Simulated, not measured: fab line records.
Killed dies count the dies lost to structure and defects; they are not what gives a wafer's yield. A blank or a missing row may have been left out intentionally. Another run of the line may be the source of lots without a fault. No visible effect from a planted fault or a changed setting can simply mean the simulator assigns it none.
fab line records | flow nand_harc
[record] lots = 14 wafers = 42 last_day = 32
route steps=1302 shown A_CHANNEL_HOLE_D1@471 A_CHANNEL_FILL_D1@499
lots untouched by any fault: they come from a run of this same line in which no faults occurred
start_h: the number of hours between the record's first day and the start of the first shown wafer of the lot | wait_h: hours from the lot's prior step to this one | " repeats the value in the row above | L1.1+2: one row covering several wafers at once | - no value present, or no start provided | * or withheld: withheld | < > ~ a bound
route shown NAME@n: names a module that has steps shown in the file, with the first one's number in the route | usual: the fault-free wafers' mean and standard deviation | same: alike in all rows | chamber/n: place in a boat | sites: readings site by site | _std_site: standard deviation of those values | _edge_site: inner sites' mean taken away from outer sites' mean | radius_mm: for every site, how far away it sits from the centre of the wafer | mask NAME#n: copy n | behind: tool/chamber where the wafer was last shaped | hold: reason for holding the lot/hours on hold/outcome of the hold | device: the transistor (n, p or np) that didn't switch | end of line: the tests these same wafers got at the end of their route | where a step has no rows: the recipe by itself | killed: count of dies lost to structure and defects at first sort (not the wafer's yield) | map: a wafer's dies, marking killed ones x, the rest . and places with no die _
set.NAME: the setting as run; set.NAME@STEP: as run at that earlier step | model.NAME: the simulator's own value behind a step, which no gauge read
the route's steps for a sample of lots (tables are steps, rows are wafers)
services: when a tool's chamber went out of use (start_h, in hours from the record's first day, below 0 if earlier), for how many hours, and the reason
[[steps]]
[step NHARC_A_CHANNEL_HOLE_D1_ETCH_19]
[recipe] bias_v = 1200 source_w = 2500 pressure_mtorr = 15 time_s = 34.5 ar_flow_sccm = 375 c4f8_flow_sccm = 28.8 o2_flow_sccm = 96.2 temp_c = -20 target_depth_a = * chemistry = C4F8/O2/Ar
[usual] c4f8_flow_sccm = 28.80/0.085 drypump_motor_current_A = 5.8/0.34 he_backside_leak_sccm = 6.1/0.85 showerhead_plenum_p_Torr = 3.71/0.082 throttle_valve_pct = 37.037/0.0089
// columns lot.wafer tool chamber start_h wait_h c4f8_flow_sccm drypump_motor_current_A he_backside_leak_sccm rf_hours_counter_h showerhead_plenum_p_Torr throttle_valve_pct
L169.1 har_etch-01 1 184.30 0.1 28.69 5.7 5.8 92 3.78 37.033
L169.2 " 0 " " 28.72 5.8 5.5 92 3.78 37.039
L169.4 " 0 " " 28.67 5.7 5.7 - 3.78 37.030
L171.2 har_etch-01 1 206.38 1.9 28.80 5.7 6.1 103 3.77 37.046
L171.3 " 0 " " 28.72 5.8 5.8 - 3.77 37.042
L171.4 " 1 " " 28.77 5.7 6.1 - 3.77 37.030
L172.1 har_etch-01 1 217.78 1.9 28.70 5.7 9.0 111 3.77 37.018
L172.5 " 1 " " 28.72 5.7 5.6 - 3.77 37.032
L172.6 " 0 " " 28.86 5.7 5.6 - 3.77 37.046
L173.2 har_etch-02 1 219.81 3.7 28.71 5.4 7.7 321 3.61 37.028
L173.4 " 0 " " 28.71 6.4 6.5 - 3.69 37.034
L173.3 " 1 " " 28.77 5.4 7.7 - 3.61 37.043
L175.1 har_etch-01 0 235.15 0.1 28.86 5.8 5.6 122 3.76 37.032
L175.2 " 1 " " 28.82 5.7 5.9 122 3.76 37.032
L175.5 " 1 " " 28.83 5.7 5.8 - 3.76 37.037
L174.3 har_etch-02 1 235.30 0.1 28.87 5.4 7.7 - 3.61 37.033
L174.5 " 0 " " 28.77 6.4 6.5 - 3.68 37.043
L174.6 " 1 " " 28.61 5.4 7.6 - 3.61 37.045
L176.4 har_etch-02 0 249.09 0.1 28.91 6.4 6.4 - 3.68 37.034
L176.3 " 1 " " 28.70 5.4 7.6 - 3.61 37.027
L176.5 " 0 " " 28.85 6.4 6.4 - 3.68 37.041
L178.1 har_etch-02 0 264.21 0.1 28.80 6.4 6.6 329 3.67 37.041
L178.4 " 0 " " 28.95 6.4 6.6 - 3.68 37.016
L178.5 " 0 " " 28.84 6.4 7.0 - 3.68 37.047
L177.1 har_etch-01 1 264.80 0.1 28.89 5.6 6.4 138 3.75 37.044
L177.2 " 0 " " 28.90 5.8 5.8 138 3.75 37.031
L177.6 " 0 " " 28.78 5.8 5.9 - 3.75 37.031
L179.2 har_etch-02 0 280.15 4.0 28.72 6.4 6.5 344 3.67 37.042
L179.3 " 1 " " 28.55 5.4 4.6 - 3.60 37.053
L179.6 " 0 " " 28.76 6.4 6.7 - 3.67 37.042
L182.2 har_etch-02 1 307.40 0.1 28.96 5.4 4.6 359 3.59 37.020
L182.3 " 0 " " 28.77 6.4 6.9 - 3.66 37.041
L182.6 " 0 " " 28.75 6.4 6.9 - 3.66 37.041
L186.2 har_etch-02 1 362.67 0.1 28.88 5.4 4.7 390 3.58 37.034
L186.3 " 1 " " 28.77 5.4 4.6 - 3.58 37.026
L186.6 " 0 " " 28.85 6.4 6.8 - 3.64 37.037
L187.4 har_etch-01 0 365.68 1.9 28.76 5.7 5.8 - 3.72 37.033
L187.3 " 1 " " 28.73 5.7 6.3 - 3.71 37.045
L187.5 " 1 " " 28.85 5.7 6.0 - 3.72 37.051
L189.1 har_etch-01 1 386.18 0.1 28.80 5.6 6.0 210 3.71 37.042
L189.4 " 1 " " 28.68 5.6 6.0 - 3.71 37.031
L189.3 " 0 " " 28.77 5.8 6.2 - 3.71 37.017
[step NHARC_A_CHANNEL_HOLE_D1_STRIP_27]
[recipe] o2_flow_sccm = 500 ar_flow_sccm = 0 bias_w = 0 chemistry = O2
[usual] drypump_motor_current_A = 5.6/0.33 oes_product_au = 1.008/0.01 rf_vpp_V = 57.6/0.89 showerhead_plenum_p_Torr = 3.47/0.13 throttle_valve_pct = 17.038/0.0093
[same] bias_w = 0
// columns lot.wafer tool chamber start_h wait_h drypump_motor_current_A oes_product_au rf_hours_counter_h rf_vpp_V showerhead_plenum_p_Torr throttle_valve_pct
L169.1 rie_diel-02 1 - - 6.1 0.999 48 58.8 3.78 17.038
L169.2 " 2 " " 5.6 0.987 46 57.5 3.36 17.030
L169.4 " 3 " " 5.6 1.009 43 57.7 3.44 17.046
L171.3 rie_diel-07 2 - - 5.8 1.004 7 58.2 3.42 17.048
L171.4 " 3 " " 5.8 1.016 7 56.3 3.32 17.029
L171.2 " 0 " " 5.0 1.021 7 56.6 3.70 17.044
L172.1 rie_diel-07 3 - - 5.8 1.029 8 57.4 3.32 17.034
L172.6 " 1 " " 5.4 1.010 - 56.1 3.52 17.043
L172.5 " 2 " " 5.8 0.994 - 57.6 3.42 17.042
L173.3 rie_diel-07 1 - - 5.3 0.996 9 58.3 3.52 17.044
L173.2 " 3 " " 5.8 1.008 8 56.0 3.32 17.038
L173.4 " 0 " " 5.0 1.009 8 58.0 3.70 17.029
L175.2 rie_diel-07 3 - - 5.8 1.025 9 57.7 3.32 17.034
L175.1 " 0 " " 5.0 1.010 9 58.9 3.70 17.014
L175.5 " 3 " " 5.8 1.005 - 56.6 3.32 17.030
L174.3 rie_diel-07 0 - - 5.1 1.009 9 57.6 3.70 17.037
L174.5 " 1 " " 5.3 1.010 - 58.1 3.52 17.027
L174.6 " 2 " " 5.8 1.011 - 58.2 3.41 17.049
L176.3 rie_diel-07 0 - - 5.1 1.006 11 58.9 3.70 17.026
L176.4 " 1 " " 5.3 1.003 11 59.2 3.52 17.035
L176.5 " 3 " " 5.8 1.013 - 56.1 3.32 17.032
L177.2 rie_diel-07 2 - - 5.7 1.004 12 57.2 3.41 17.034
L177.1 " 0 " " 5.1 1.012 12 58.0 3.70 17.051
L177.6 " 0 " " 5.0 1.021 - 57.3 3.70 17.050
L178.1 rie_diel-07 3 273.75 0.6 5.8 1.023 12 56.9 3.32 17.042
L178.4 " 3 " " 5.8 1.019 - 57.1 3.32 17.027
L178.5 " 2 " " 5.8 1.014 - 57.0 3.41 17.042
L179.2 rie_diel-07 2 - - 5.8 1.012 13 57.3 3.41 17.023
L179.3 " 3 " " 5.8 1.019 13 56.0 3.32 17.039
L179.6 " 2 " " 5.8 1.012 - 58.2 3.41 17.040
L182.2 rie_diel-07 2 - - 5.7 1.022 1 57.1 3.41 17.035
L182.3 " 3 " " 5.8 1.022 1 56.3 3.32 17.043
L182.6 " 2 " " 5.7 1.026 - 57.9 3.41 17.050
L186.3 rie_diel-07 3 - - 5.8 1.022 4 57.2 3.31 17.037
L186.2 " 0 " " 5.0 1.008 4 58.6 3.70 17.044
L186.6 " 2 " " 5.8 1.012 - 58.1 3.41 17.028
L187.3 rie_diel-07 0 - - 5.0 1.003 5 59.2 3.69 17.036
L187.4 " 3 " " 5.8 1.020 5 57.0 3.31 17.046
L187.5 " 0 " " 5.0 1.007 - 58.5 3.70 17.049
L189.1 rie_diel-07 2 - - 5.7 1.023 6 57.7 3.41 17.036
L189.4 " 0 " " 5.0 1.016 7 58.0 3.69 17.039
L189.3 " 1 " " 5.4 1.005 7 58.2 3.51 17.063
[step NHARC_A_CHANNEL_FILL_D1_ETCHBACK_19]
[recipe] target_depth_a = 50 time_s = 1.7 hbr_flow_sccm = 150 cl2_flow_sccm = 50 rf_w = 400 icp_w = 400 bias_w = 100 chemistry = HBr/Cl2
[usual] bias_w = 100.0/0.31 drypump_motor_current_A = 5.9/0.46 he_backside_leak_sccm = 2.78/0.21 oes_product_au = 1.007/0.016 throttle_valve_pct = 26.406/0.0091
// columns lot.wafer tool chamber start_h wait_h bias_w drypump_motor_current_A he_backside_leak_sccm oes_product_au rf_hours_counter_h throttle_valve_pct
L169.2 rie_si-03 2 218.53 0.4 100.2 6.5 2.90 1.015 1.0 26.421
L169.1 " 3 " " 99.9 5.7 2.83 1.011 1.0 26.405
L169.4 " 0 " " 99.8 6.4 2.81 1.012 - 26.419
L171.2 rie_si-04 0 237.93 0.4 100.3 6.3 2.41 1.010 0.5 26.393
L171.4 " 1 " " 99.9 5.8 2.94 0.988 0.5 26.416
L171.3 " 2 " " 100.0 5.8 2.75 0.991 0.3 26.407
L173.2 rie_si-06 1 248.36 0.4 99.7 5.5 3.01 0.994 1.2 26.392
L173.4 " 3 " " 100.6 6.1 2.71 0.992 1.0 26.408
L173.3 " 0 " " 100.2 5.9 2.99 0.984 1.1 26.374
L172.1 rie_si-03 2 248.40 0.4 100.3 6.5 2.77 1.020 0.0 26.402
L172.6 " 3 " " 99.4 5.7 2.87 1.027 - 26.406
L172.5 " 0 " " 100.2 6.4 2.71 0.989 - 26.401
L174.3 rie_si-03 0 265.30 0.4 100.0 6.5 2.63 0.982 0.1 26.398
L174.5 " 0 " " 100.2 6.5 2.64 0.984 - 26.410
L174.6 " 1 " " 100.2 5.1 2.95 0.982 - 26.421
L175.2 rie_si-06 2 265.31 0.4 99.7 5.2 2.49 0.988 0.1 26.422
L175.1 " 3 " " 100.7 6.0 2.66 1.001 0.1 26.390
L175.5 " 1 " " 99.9 5.5 2.95 1.017 - 26.390
L176.3 rie_si-06 0 281.19 0.4 99.9 5.9 2.77 1.004 0.1 26.402
L176.4 " 1 " " 100.4 5.5 3.02 1.021 0.1 26.407
L176.5 " 1 " " 100.1 5.4 3.11 1.012 - 26.405
L177.2 rie_si-04 1 299.26 0.4 100.2 5.8 2.91 0.993 1.0 26.400
L177.1 " 0 " " 100.1 6.3 2.26 1.014 1.0 26.418
L177.6 " 1 " " 100.2 5.8 2.77 0.995 - 26.405
L178.1 rie_si-04 3 304.30 0.4 100.0 6.1 2.60 1.010 0.8 26.411
L178.4 " 1 " " 100.0 5.8 2.86 0.996 1.0 26.412
L178.5 " 0 " " 100.5 6.3 2.35 1.019 - 26.404
L179.3 rie_si-03 2 315.64 0.4 99.8 6.5 3.30 1.023 0.4 26.405
L179.2 " 0 " " 99.9 6.4 2.80 1.001 0.4 26.392
L179.6 " 3 " " 99.9 5.7 2.77 1.017 - 26.399
L182.2 rie_si-06 3 337.72 0.4 99.5 6.0 2.71 0.992 0.5 26.417
L182.3 " 0 " " 100.0 5.9 2.74 1.024 0.4 26.420
L182.6 " 3 " " 99.7 6.0 2.69 1.010 - 26.406
L186.3 rie_si-03 2 392.81 0.4 100.2 6.5 2.73 1.012 1.0 26.395
L186.2 " 3 " " 99.8 5.7 2.80 1.016 0.8 26.405
L186.6 " 3 " " 99.8 5.7 2.95 0.761 - 26.412
L187.3 rie_si-03 2 396.65 0.4 100.1 6.5 2.73 1.010 1.0 26.408
L187.4 " 3 " " 100.2 5.7 2.99 1.013 0.8 26.389
L187.5 " 3 " " 100.4 5.7 3.07 0.772 - 26.419
L189.1 rie_si-04 0 416.32 0.4 99.9 6.2 2.40 1.019 0.5 26.398
L189.4 " 1 " " 99.9 5.8 2.78 1.033 0.6 26.399
L189.3 " 3 " " 99.4 6.0 2.68 1.005 0.4 26.397
[step NHARC_A_CHANNEL_FILL_D1_STRIP_28]
[recipe] time_s = 20 o2_flow_sccm = 500 ar_flow_sccm = 0 bias_w = 0 chemistry = O2
[usual] drypump_motor_current_A = 5.9/0.32 oes_product_au = 1.002/0.012 rf_vpp_V = 57.7/0.83 showerhead_plenum_p_Torr = 3.51/0.14 throttle_valve_pct = 17.037/0.0092
[same] bias_w = 0
// columns lot.wafer tool chamber start_h wait_h drypump_motor_current_A oes_product_au rf_hours_counter_h rf_vpp_V showerhead_plenum_p_Torr throttle_valve_pct
L169.2 rie_diel-04 2 218.77 0.1 5.9 1.009 3.1 59.0 3.54 17.035
L169.4 " 3 " " 6.4 1.010 2.9 58.3 3.51 17.039
L169.1 " 1 " " 5.7 1.012 2.9 58.5 3.66 17.031
L171.3 rie_diel-06 1 238.14 0.1 6.2 1.008 4.2 56.2 3.31 17.031
L171.4 " 2 " " 6.1 1.002 5.1 57.5 3.67 17.035
L171.2 " 0 " " 6.6 1.025 3.8 58.8 3.78 17.031
L173.4 rie_diel-05 2 248.58 0.1 5.6 1.006 0.1 57.1 3.65 17.028
L173.3 " 0 " " 6.0 0.969 0.2 58.7 3.51 17.032
L173.2 " 1 " " 6.0 1.007 0.1 59.0 3.49 17.057
L172.1 rie_diel-06 1 248.61 0.1 6.2 1.024 4.4 58.3 3.31 17.035
L172.6 " 2 " " 6.1 1.008 - 57.5 3.67 17.042
L172.5 " 3 " " 5.6 1.004 - 57.6 3.49 17.052
L175.2 rie_diel-06 0 265.52 0.1 6.6 1.014 4.9 57.6 3.77 17.031
L175.1 " 1 " " 6.2 1.012 5.0 57.4 3.31 17.037
L175.5 " 1 " " 6.2 1.013 - 57.2 3.31 17.032
L174.3 rie_diel-05 1 265.52 0.1 6.0 1.019 0.3 56.3 3.49 17.034
L174.5 " 0 " " 6.0 0.980 - 57.4 3.51 17.034
L174.6 " 1 " " 6.0 1.010 - 57.7 3.49 17.034
L176.3 rie_diel-05 2 281.42 0.1 5.6 1.004 0.9 58.2 3.65 17.047
L176.4 " 3 " " 5.5 1.001 0.9 57.1 3.30 17.031
L176.5 " 2 " " 5.5 1.001 - 58.4 3.65 17.030
L177.2 rie_diel-06 1 299.51 0.1 6.2 1.026 8.0 57.2 3.31 17.017
L177.1 " 0 " " 6.6 1.016 7.3 56.7 3.77 17.036
L177.6 " 2 " " 6.1 1.004 - 59.1 3.66 17.036
L178.1 rie_diel-05 3 304.51 0.1 5.5 1.009 1.9 56.8 3.30 17.045
L178.4 " 0 " " 6.0 0.988 1.8 57.1 3.51 17.056
L178.5 " 3 " " 5.5 1.015 - 57.4 3.30 17.029
L179.3 rie_diel-04 3 315.86 0.1 6.4 1.007 10.0 55.9 3.50 17.037
L179.2 " 1 " " 5.7 1.016 9.7 58.1 3.66 17.032
L179.6 " 3 " " 6.4 1.008 - 58.5 3.50 17.047
L182.3 rie_diel-05 0 337.94 0.1 6.0 0.992 3.3 58.5 3.50 17.030
L182.2 " 2 " " 5.6 1.000 3.7 57.5 3.65 17.032
L182.6 " 0 " " 6.0 0.979 - 57.9 3.51 17.037
L186.3 rie_diel-05 1 393.03 0.1 6.0 0.988 6.1 56.8 3.48 17.037
L186.2 " 2 " " 5.6 1.004 6.4 58.6 3.65 17.046
L186.6 " 0 " " 6.0 0.980 - 59.5 3.50 17.036
L187.3 rie_diel-05 3 396.88 0.1 5.5 1.006 6.5 58.1 3.30 17.040
L187.4 " 0 " " 6.0 0.977 6.6 58.3 3.50 17.020
L187.5 " 2 " " 5.6 1.014 - 58.0 3.65 17.034
L189.1 rie_diel-05 1 416.54 0.1 6.0 0.991 0.0 57.1 3.49 17.031
L189.3 " 2 " " 5.6 1.006 0 60.7 3.65 17.033
L189.4 " 0 " " 6.0 0.984 0.0 56.3 3.50 17.032
[[services]]
// columns tool chamber start_h hours kind
rie_si-04 - 165.05 9.0 pm
rie_si-03 0 174.31 1.4 repair
har_etch-01 - 188.98 3.0 repair
rie_si-04 2 194.46 0.9 repair
rie_si-03 1 211.51 8.2 repair
rie_si-03 - 221.00 9.0 pm
rie_diel-05 2 226.72 16.2 repair
rie_diel-05 - 229.73 9.0 pm
rie_si-04 1 246.66 2.2 repair
rie_si-06 - 249.00 9.0 pm
rie_si-04 - 250.04 0.4 repair
rie_diel-06 0 250.52 12.5 repair
rie_diel-07 1 265.50 10.0 repair
rie_si-04 2 277.43 24.1 repair
rie_diel-05 1 288.55 9.2 repair
rie_diel-07 - 294.41 9.0 pm
rie_diel-06 - 307.20 9.0 pm
rie_diel-06 2 334.57 4.8 repair
rie_si-04 - 342.05 9.0 pm
rie_si-03 3 344.87 9.2 repair
rie_si-04 2 374.19 1.1 repair
har_etch-02 - 380.57 17.0 pm
rie_si-03 - 398.00 9.0 pm
rie_diel-05 - 406.73 9.0 pm
[[key]]
[first_sign] step = NHARC_A_CHANNEL_FILL_D1_ETCHBACK_19 reading = oes_product_au direction = down sigmas = 15 usual = 1.007 struck = 0.767
effect none on later readings
met_at NHARC_A_CHANNEL_FILL_D1_ETCHBACK_19
struck_lots L186,L187
struck_wafers L186.6,L187.5
sort_left_out L186.6,L187.5
tester_left_out L186,L187
not_acting_at NHARC_A_CHANNEL_HOLE_D1_ETCH_19,NHARC_A_CHANNEL_HOLE_D1_STRIP_27,NHARC_A_CHANNEL_FILL_D1_STRIP_28
onset_between 315.64 392.81
[fault] kind = process_parameter_drift tool = rie_si-03 chamber = - onset_h = 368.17 steps = NHARC_A_CHANNEL_FILL_D1_ETCHBACK_19 channel = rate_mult offset = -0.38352 shape = step end_h = 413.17 scope = struck_wafers_only
// tester_left_out: of these lots the tester's yield and bins aren't shown, on N5 and GAA mostly nor the transistor test; their killed dies are dies lost to structure and defects alone, not to doping, threshold or leakage, so they don't give the yield
// sort_left_out: the simulated sort isn't trusted on such a fault, so these wafers' sort isn't shown, and their yield isn't known
